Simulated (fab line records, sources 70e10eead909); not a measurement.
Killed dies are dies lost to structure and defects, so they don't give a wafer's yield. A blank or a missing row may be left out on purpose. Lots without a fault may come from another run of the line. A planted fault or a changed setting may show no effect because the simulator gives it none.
Chamber matching | flow nand_harc | NHARC_P_CONTACT_CMP_24 on cmp-01: 4 sister chambers
The step polishes, t overpolish 30 s, target thk 200 nm. 4 wafers are shown with their chamber, then 10 later ones without.

WAFERS WITH THEIR CHAMBER
wafer  | chamber | motor_current_A (A)
L081.2 | 1       | 14.2
L085.3 | 0       | 13.4
L091.3 | 2       | 12.6
L091.4 | 3       | 13.7

WAFERS WITHOUT THEIR CHAMBER
wafer  | motor_current_A (A)
L091.6 | 13.7
L092.1 | 12.1
L092.3 | 12.5
L092.6 | 13.5
L093.3 | 13.0
L093.5 | 12.4
L093.6 | 13.9
L094.4 | 14.2
L094.5 | 14.1
L094.6 | 12.2

WHICH CHAMBER EACH WENT THROUGH
wafer  | from the rows above          | in truth
L091.6 | can't be placed: 3 or 0 or 1 | 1
L092.1 | 2                            | 2
L092.3 | 2                            | 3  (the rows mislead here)
L092.6 | can't be placed: 0 or 3      | 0
L093.3 | can't be placed: 0 or 2 or 3 | 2
L093.5 | 2                            | 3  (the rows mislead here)
L093.6 | can't be placed: 3 or 1 or 0 | 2
L094.4 | can't be placed: 1 or 3      | 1
L094.5 | can't be placed: 1 or 3      | 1
L094.6 | 2                            | 2
Placed correctly: 2 of 10. Can't be placed from these rows: 6 (the true chamber is among the candidates in 5). Placed wrongly: 2.
How it was worked out, from the rows above alone: a wafer's distance from a chamber is the root of the sum, over the readings, of the square of ((its reading less the chamber's mean) divided by the reading's scatter). The wafer belongs to the nearest chamber; if the next one is less than 2 further off, it can't be placed. A chamber's mean is the mean of its shown wafers. The scatter: with one shown wafer a chamber, the root of the mean of the squares of how far each hidden wafer lies from its nearest shown one.
